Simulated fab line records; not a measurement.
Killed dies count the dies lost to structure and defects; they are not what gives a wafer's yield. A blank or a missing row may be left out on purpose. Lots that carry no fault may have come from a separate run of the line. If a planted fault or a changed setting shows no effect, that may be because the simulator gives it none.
fab line records -- flow nandHarc
[record] lots = 13, wafers = 39, lastDay = 34
route steps=1302 shown A_BONDPAD@1226 THIN_TSV@1261
lots untouched by any fault: they come from a run of this same line in which no faults occurred
startH: the number of hours between the record's first day and the start of the first shown wafer of the lot -- waitH: hours from the lot's prior step to this one -- " identical to the entry in the row above -- L1.1+2: one row covering several wafers at once -- - no value, or no start given -- * or withheld: withheld -- < > ~ a bound
route shown NAME@n: names a module that has steps shown in the file, with the first one's number in the route -- usual: average and standard deviation across the fault-free wafers -- same: alike in all rows -- chamber/n: place in a boat -- sites: the reading at each site -- _std_site: standard deviation across them -- _edge_site: mean of outer sites minus mean of inner sites -- radiusMm: for every site, how far away it sits from the centre of the wafer -- mask NAME#n: copy n -- behind: the most recent tool/chamber to have shaped the wafer -- hold: why the lot went on hold/how many hours it stayed there/how the hold came to an end -- device: names the non-switching transistor (n, p or np) -- end of line: the same wafers' tests at the end of the route -- a step given without rows: its recipe and nothing more -- killed: not the wafer's yield, but the dies lost to structure and defects at the first sort -- map: per-die view of a wafer (x killed, . not killed, _ where there is no die)
set.NAME: setting as actually run; set.NAME@STEP: the setting as run at that earlier step -- model.NAME: the simulator's own value behind a step, which no gauge read
one table for each step of the route and one row for each wafer, over a sample of lots
services: when a tool's chamber went out of use (startH, in hours from the record's first day, below 0 if earlier), for how many hours, and the reason
[[steps]]
[step NHARC_A_BONDPAD_PRE_CLEAN_26]
[recipe] timeS = 30, tempC = 280, gas = H2/He
[usual] heaterPowerW = 394/24
lot.wafer,tool,chamber,startH,waitH,heaterPowerW
L388.2,pvdSputter-01,-,-,-,409
L388.4,pvdSputter-01,-,-,-,353
L388.3,pvdSputter-01,-,-,-,382
L391.1,pvdSputter-03,-,-,-,348
L391.3,pvdSputter-03,-,-,-,383
L391.4,pvdSputter-03,-,-,-,400
L393.2,pvdSputter-01,-,-,-,378
L393.3,pvdSputter-01,-,-,-,371
L393.5,pvdSputter-01,-,-,-,389
L395.4,pvdSputter-02,-,-,-,401
L395.2,pvdSputter-02,-,-,-,425
L395.5,pvdSputter-02,-,-,-,396
L396.4,pvdSputter-03,-,-,-,348
L396.2,pvdSputter-03,-,-,-,407
L396.6,pvdSputter-03,-,-,-,357
L401.1,pvdSputter-03,-,-,-,407
L401.2,pvdSputter-03,-,-,-,429
L401.6,pvdSputter-03,-,-,-,428
L403.3,pvdSputter-02,-,-,-,401
L403.4,pvdSputter-02,-,-,-,379
L403.6,pvdSputter-02,-,-,-,415
L405.4,pvdSputter-02,-,-,-,430
L405.6,pvdSputter-02,-,-,-,407
L405.5,pvdSputter-02,-,-,-,399
L404.4,pvdSputter-02,-,-,-,412
L404.5,pvdSputter-02,-,-,-,380
L404.6,pvdSputter-02,-,-,-,428
L409.2,pvdSputter-02,-,-,-,400
L409.1,pvdSputter-02,-,-,-,428
L409.5,pvdSputter-02,-,-,-,374
L407.2,pvdSputter-03,-,-,-,367
L407.6,pvdSputter-03,-,-,-,368
L407.5,pvdSputter-03,-,-,-,364
L406.2,pvdSputter-01,-,-,-,398
L406.4,pvdSputter-01,-,-,-,365
L406.1,pvdSputter-01,-,-,-,372
L408.3,pvdSputter-02,-,-,-,392
L408.2,pvdSputter-02,-,-,-,426
L408.5,pvdSputter-02,-,-,-,413
[step NHARC_THIN_TSV_DESCUM_14]
[recipe] timeS = 3, o2FlowSccm = 200, arFlowSccm = 0, biasPowerW = 0, chemistry = O2
[usual] drypumpMotorCurrentA = 5.8/0.44, oesProductAu = 0.995/0.0088, rfVppV = 57.7/0.95, showerheadPlenumPTorr = 1.88/0.057, throttleValvePct = 11.309/0.0096
lot.wafer,tool,chamber,startH,waitH,drypumpMotorCurrentA,oesProductAu,rfHoursCounterH,rfVppV,showerheadPlenumPTorr,throttleValvePct
L388.3,rieDiel-07,0,588.49,-,5.7,1.005,4.3,59.3,1.88,11.305
L388.4,rieDiel-07,1,588.49,-,6.5,1.000,4.8,57.7,1.89,11.301
L388.2,rieDiel-07,2,588.49,-,5.4,0.991,5.5,58.2,1.93,11.307
L391.1,rieDiel-07,0,600.57,-,5.7,0.998,5.2,57.1,1.88,11.314
L391.3,rieDiel-07,2,600.57,-,5.4,1.005,6.4,58.3,1.93,11.303
L391.4,rieDiel-07,3,600.57,-,5.3,1.002,5.8,57.5,1.85,11.303
L393.2,rieDiel-02,3,619.71,-,6.2,0.995,1.9,57.9,1.81,11.317
L393.3,rieDiel-02,1,619.71,-,5.2,1.000,1.2,57.8,1.96,11.291
L393.5,rieDiel-02,2,619.71,-,6.0,0.999,-,58.4,1.84,11.311
L395.2,rieDiel-07,2,632.27,-,5.4,1.002,8.2,57.2,1.93,11.317
L395.4,rieDiel-07,3,632.27,-,5.3,0.990,8.7,57.1,1.85,11.300
L395.5,rieDiel-07,0,632.27,-,5.7,1.004,-,55.1,1.88,11.307
L396.2,rieDiel-02,1,658.70,-,5.2,0.991,2.8,58.1,1.96,11.318
L396.4,rieDiel-02,3,658.70,-,6.2,0.994,-,57.1,1.81,11.309
L396.6,rieDiel-02,1,658.70,-,5.2,0.999,-,59.0,1.96,11.309
L401.1,rieDiel-02,3,707.45,-,6.2,0.990,5.9,58.3,1.81,11.325
L401.2,rieDiel-02,0,707.45,-,5.5,0.993,5.6,57.4,1.88,11.306
L401.6,rieDiel-02,0,707.45,-,5.5,0.987,-,57.2,1.88,11.307
L403.3,rieDiel-02,1,711.91,-,5.2,0.979,5.8,58.5,1.96,11.308
L403.6,rieDiel-02,1,711.91,-,5.2,0.990,-,56.6,1.96,11.316
L403.4,rieDiel-02,0,711.91,-,5.5,0.973,-,58.0,1.88,11.308
L405.4,rieDiel-02,2,736.63,-,6.1,1.000,2.7,57.1,1.84,11.284
L405.5,rieDiel-02,1,736.63,-,5.2,0.995,-,59.1,1.96,11.301
L405.6,rieDiel-02,2,736.63,-,6.1,0.994,-,57.8,1.84,11.303
L404.4,rieDiel-02,0,746.73,-,5.5,0.982,9.5,57.8,1.88,11.319
L404.5,rieDiel-02,1,746.73,-,5.2,0.983,-,57.3,1.96,11.312
L404.6,rieDiel-02,2,746.73,-,6.0,0.994,-,58.7,1.84,11.298
L409.1,rieDiel-07,1,781.50,-,6.5,0.987,7.2,57.5,1.88,11.310
L409.2,rieDiel-07,0,781.50,-,5.7,1.012,7.4,58.2,1.87,11.315
L409.5,rieDiel-07,1,781.50,-,6.4,1.001,-,56.8,1.88,11.300
L407.2,rieDiel-02,2,782.78,-,6.1,1.000,1.3,56.8,1.84,11.311
L407.6,rieDiel-02,2,782.78,-,6.0,0.999,-,56.9,1.84,11.319
L407.5,rieDiel-02,3,782.78,-,6.2,0.997,-,56.6,1.80,11.305
L406.1,rieDiel-07,0,786.09,-,5.7,1.007,8.0,58.8,1.87,11.310
L406.2,rieDiel-07,1,786.09,-,6.5,0.993,7.9,57.7,1.88,11.310
L406.4,rieDiel-07,2,786.09,-,5.4,1.003,7.9,58.2,1.92,11.298
L408.3,rieDiel-02,1,787.15,-,5.2,1.002,1.6,58.9,1.96,11.333
L408.2,rieDiel-02,2,787.15,-,6.0,1.010,1.9,57.5,1.84,11.323
L408.5,rieDiel-02,2,787.15,-,6.1,1.009,-,56.7,1.84,11.318
[step NHARC_THIN_TSV_ETCH_44]
[recipe] targetDepthA = 15942, timeS = 797.1, cf4FlowSccm = 150, o2FlowSccm = 10, arFlowSccm = 0, rfW = 300, biasW = 800, chemistry = CF4/O2
[usual] drypumpMotorCurrentA = 5.7/0.43, oesProductAu = 0.996/0.0073, rfFwdPowerW = 299.7/0.93, rfVppV = 792/3.3, showerheadPlenumPTorr = 1.80/0.05, throttleValvePct = 16.914/0.009
lot.wafer,tool,chamber,startH,waitH,drypumpMotorCurrentA,oesProductAu,rfFwdPowerW,rfHoursCounterH,rfVppV,showerheadPlenumPTorr,throttleValvePct
L388.3,rieDiel-07,0,588.58,0.1,5.7,1.009,299.6,4.4,791,1.80,16.915
L388.2,rieDiel-07,1,588.58,0.1,6.4,1.008,300.2,4.9,792,1.81,16.916
L388.4,rieDiel-07,3,588.58,0.1,5.3,1.000,299.5,5.2,791,1.78,16.908
L391.3,rieDiel-07,3,600.65,0.1,5.3,1.008,297.7,5.9,790,1.78,16.928
L391.4,rieDiel-07,0,600.65,0.1,5.7,1.014,300.8,5.3,791,1.80,16.906
L391.1,rieDiel-07,1,600.65,0.1,6.5,1.004,299.6,5.8,793,1.81,16.902
L393.3,rieDiel-02,0,619.84,0.1,5.5,0.993,298.3,1.7,793,1.80,16.909
L393.2,rieDiel-02,1,619.84,0.1,5.2,0.991,300.1,1.4,798,1.87,16.913
L393.5,rieDiel-02,3,619.84,0.1,6.2,0.999,298.7,-,788,1.74,16.928
L395.2,rieDiel-07,0,632.39,0.1,5.7,0.748,179.2,8.4,793,1.80,16.915
L395.4,rieDiel-07,1,632.39,0.1,6.4,0.997,300.9,7.9,792,1.81,16.928
L395.5,rieDiel-07,3,632.39,0.1,5.3,0.997,298.7,-,793,1.78,16.926
L396.2,rieDiel-02,0,658.78,0.1,5.5,0.983,300.5,3.4,793,1.80,16.911
L396.4,rieDiel-02,0,658.78,0.1,5.5,0.993,300.3,-,793,1.80,16.933
L396.6,rieDiel-02,1,658.78,0.1,5.2,0.997,300.9,-,796,1.87,16.920
L401.2,rieDiel-02,1,707.56,0.1,5.2,0.994,299.6,5.2,797,1.87,16.918
L401.1,rieDiel-02,0,707.56,0.1,5.5,0.988,301.6,5.7,792,1.80,16.929
L401.6,rieDiel-02,3,707.56,0.1,6.1,0.994,300.6,-,788,1.74,16.919
L403.3,rieDiel-02,1,712.01,0.1,5.2,0.998,301.6,6.0,797,1.87,16.928
L403.6,rieDiel-02,3,712.01,0.1,6.2,0.993,300.3,-,788,1.74,16.915
L403.4,rieDiel-02,0,712.01,0.1,5.5,0.991,299.8,-,792,1.80,16.910
L405.4,rieDiel-02,0,736.71,0.1,5.5,0.996,299.2,8.6,795,1.80,16.918
L405.6,rieDiel-02,0,736.71,0.1,5.5,0.991,299.9,-,792,1.80,16.926
L405.5,rieDiel-02,1,736.71,0.1,5.2,1.003,298.1,-,796,1.87,16.910
L404.4,rieDiel-02,3,746.85,0.1,6.2,0.994,300.3,9.6,789,1.73,16.912
L404.6,rieDiel-02,2,746.85,0.1,6.0,1.001,300.2,-,791,1.77,16.910
L404.5,rieDiel-02,3,746.85,0.1,6.1,0.996,298.9,-,788,1.73,16.918
L409.1,rieDiel-07,3,781.70,0.2,5.3,0.990,299.0,6.6,791,1.77,16.915
L409.2,rieDiel-07,0,781.70,0.2,5.7,1.001,298.5,7.5,792,1.80,16.912
L409.5,rieDiel-07,1,781.70,0.2,6.5,0.987,300.4,-,791,1.81,16.896
L407.2,rieDiel-02,2,782.87,0.1,6.0,1.010,299.7,1.4,791,1.77,16.897
L407.5,rieDiel-02,2,782.87,0.1,6.0,1.014,299.5,-,791,1.77,16.907
L407.6,rieDiel-02,3,782.87,0.1,6.2,0.997,298.6,-,788,1.73,16.909
L406.4,rieDiel-07,3,786.23,0.1,5.3,0.992,298.8,7.2,791,1.77,16.917
L406.1,rieDiel-07,0,786.23,0.1,5.7,1.003,298.9,8.1,792,1.80,16.916
L406.2,rieDiel-07,1,786.23,0.1,6.5,0.993,299.7,8.1,793,1.81,16.908
L408.2,rieDiel-02,2,787.35,0.2,6.1,0.998,298.0,2.0,791,1.77,16.919
L408.3,rieDiel-02,3,787.35,0.2,6.2,0.999,299.8,2.0,787,1.73,16.905
L408.5,rieDiel-02,1,787.35,0.2,5.2,0.998,299.1,-,797,1.87,16.929
[step NHARC_THIN_TSV_ETCHBACK_48]
[recipe] targetDepthA = 10285, overEtchFrac = 0.3, timeS = 405.17, ionEnergyEv = 250, c4f8FlowSccm = withheld, arFlowSccm = withheld, rfW = 600, biasW = 300, chemistry = C4F8/Ar
[usual] oesProductAu = 0.95/0.032, rfVppV = 545.5/2.3
lot.wafer,tool,chamber,startH,waitH,oesProductAu,rfHoursCounterH,rfVppV
L388.3,rieDiel-11,0,590.62,-,0.96,6.6,550.7
L388.4,rieDiel-11,1,590.62,-,0.99,5.8,543.5
L388.2,rieDiel-11,2,590.62,-,0.99,6.4,541.7
L391.3,rieDiel-02,1,602.64,-,1.00,0.6,547.9
L391.1,rieDiel-02,2,602.64,-,1.00,1.5,543.0
L391.4,rieDiel-02,0,602.64,-,0.99,1.1,546.2
L393.3,rieDiel-11,1,621.77,-,1.00,0.1,542.5
L393.2,rieDiel-11,2,621.77,-,1.00,0.1,542.8
L393.5,rieDiel-11,1,621.77,-,1.00,-,542.8
L395.4,rieDiel-07,1,634.39,-,0.92,8.2,545.7
L395.2,rieDiel-07,3,634.39,-,0.92,9.3,542.6
L395.5,rieDiel-07,0,634.39,-,0.93,-,544.8
L396.2,rieDiel-02,3,661.03,-,0.92,4.0,542.8
L396.6,rieDiel-02,3,661.03,-,0.92,-,544.0
L396.4,rieDiel-02,0,661.03,-,0.91,-,544.7
L401.1,rieDiel-02,1,709.69,-,0.91,5.6,548.3
L401.2,rieDiel-02,0,709.69,-,0.90,6.1,547.1
L401.6,rieDiel-02,1,709.69,-,0.91,-,547.6
L403.3,rieDiel-02,0,714.19,-,0.94,6.9,545.5
L403.6,rieDiel-02,3,714.19,-,0.96,-,543.0
L403.4,rieDiel-02,0,714.19,-,0.94,-,545.8
L405.4,rieDiel-07,2,738.73,-,0.93,4.8,547.8
L405.6,rieDiel-07,1,738.73,-,0.91,-,547.6
L405.5,rieDiel-07,2,738.73,-,0.93,-,547.0
L404.4,rieDiel-11,2,748.92,0.3,0.93,5.2,542.5
L404.6,rieDiel-11,2,748.92,0.3,0.93,-,540.8
L404.5,rieDiel-11,3,748.92,0.3,0.92,-,544.5
L409.2,rieDiel-11,2,783.62,-,0.92,7.3,541.2
L409.1,rieDiel-11,3,783.62,-,0.92,6.8,544.6
L409.5,rieDiel-11,1,783.62,-,0.93,-,543.6
L407.2,rieDiel-02,0,784.99,-,0.92,1.4,547.0
L407.5,rieDiel-02,3,784.99,-,0.93,-,544.1
L407.6,rieDiel-02,0,784.99,-,0.92,-,546.0
L406.2,rieDiel-07,0,788.49,-,0.93,8.3,546.0
L406.4,rieDiel-07,1,788.49,-,0.91,8.3,545.1
L406.1,rieDiel-07,2,788.49,-,0.93,8.4,548.5
L408.2,rieDiel-07,0,789.28,-,0.93,8.5,547.0
L408.3,rieDiel-07,3,789.28,-,0.91,7.8,545.7
L408.5,rieDiel-07,0,789.28,-,0.93,-,544.7
[[services]]
tool,chamber,startH,hours,kind
pvdSputter-03,-,552.72,10.0,pm
pvdSputter-02,-,555.69,6.9,repair
rieDiel-02,-,570.70,9.0,pm
pvdSputter-03,-,579.53,1.3,repair
rieDiel-02,1,581.32,17.0,repair
pvdSputter-02,-,597.37,1.4,repair
rieDiel-11,3,605.15,3.1,repair
rieDiel-11,-,609.53,9.0,pm
pvdSputter-03,-,617.95,0.5,repair
rieDiel-02,2,630.46,98.1,repair
pvdSputter-02,-,638.00,10.0,pm
rieDiel-11,2,641.67,10.2,repair
rieDiel-11,0,643.35,6.9,repair
rieDiel-07,1,646.94,6.9,repair
rieDiel-07,-,649.85,9.0,pm
rieDiel-11,1,651.02,14.0,repair
pvdSputter-02,-,658.37,5.7,repair
rieDiel-07,3,685.42,21.7,repair
pvdSputter-02,-,724.06,2.2,repair
rieDiel-02,-,747.70,9.0,pm
rieDiel-07,-,765.15,0.2,repair
pvdSputter-02,-,768.20,2.4,repair
rieDiel-07,0,777.63,2.0,repair
pvdSputter-02,-,777.94,2.4,repair
[[key]]
[firstSign] step = NHARC_THIN_TSV_ETCH_44, reading = rfFwdPowerW, direction = down, sigmas = 99+, usual = *, struck = *
[effect] step = NHARC_THIN_TSV_ETCH_44, reading = oesProductAu, direction = down, sigmas = 34, usual = 0.996, struck = 0.748
metAt NHARC_THIN_TSV_ETCH_44
struckLots L395
struckWafers L395.2
laterRowsLeftOut L395.2
sortLeftOut L395.2
notActingAt NHARC_A_BONDPAD_PRE_CLEAN_26,NHARC_THIN_TSV_DESCUM_14,NHARC_THIN_TSV_ETCHBACK_48
onsetBetween 600.65 632.39
[fault] kind = processParameterDrift, tool = rieDiel-07, chamber = 0, onsetH = 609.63, steps = NHARC_THIN_TSV_ETCH_44, channel = rfW, offset = *, shape = step, endH = 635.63, actsIn = *, stated = *
// sortLeftOut: the simulated sort isn't trusted on such a fault, so these wafers' sort isn't shown, and their yield isn't known
// laterRowsLeftOut: the simulator's readings of these wafers behind a module that went badly wrong aren't trusted and aren't shown, but for the sort
